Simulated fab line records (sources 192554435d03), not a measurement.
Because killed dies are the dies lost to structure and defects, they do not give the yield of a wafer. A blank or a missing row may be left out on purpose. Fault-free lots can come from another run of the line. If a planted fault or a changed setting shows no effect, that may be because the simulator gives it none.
Chamber matching + flow n5-finfet + ald-sin-02 running N5_MOL_CONTACT_COAG_ALD_123: 3 sister chambers
The step deposits SiNx, target thk 5 nm, pulse time 1 s, purge time 2 s. 3 wafers are shown with their chamber, then 5 later ones without.

WAFERS WITH THEIR CHAMBER
| wafer  | chamber | heater-power-w (W) |
|--------|---------|--------------------|
| L085.5 | 2       | 842                |
| L090.3 | 1       | 871                |
| L090.4 | 3       | 842                |

WAFERS MISSING THEIR CHAMBER
| wafer  | heater-power-w (W) |
|--------|--------------------|
| L090.6 | 853                |
| L095.3 | 853                |
| L095.4 | 881                |
| L096.3 | 880                |
| L096.5 | 832                |

EACH ONE'S CHAMBER
| wafer  | from the rows above          | in truth                   |
|--------|------------------------------|----------------------------|
| L090.6 | can't be placed: 2 or 3 or 1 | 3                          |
| L095.3 | can't be placed: 2 or 3 or 1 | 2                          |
| L095.4 | 1                            | 1                          |
| L096.3 | 1                            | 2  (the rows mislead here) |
| L096.5 | can't be placed: 2 or 3      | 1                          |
Correct placement for 1 of the 5. Not placeable from these rows: 3 (in 2, the candidates include the true chamber). Number placed wrongly: 1.
How it was worked out, from the rows above alone: a wafer's distance from a chamber is the root of the sum, over the readings, of the square of ((its reading less the chamber's mean) divided by the reading's scatter). If the next closest chamber is less than 2 further off than the closest, the wafer can't be placed; otherwise it belongs to the closest. For every chamber, the mean is computed from those of its wafers that are shown. The scatter: with one shown wafer a chamber, the root of the mean of the squares of how far each hidden wafer lies from its nearest shown one.
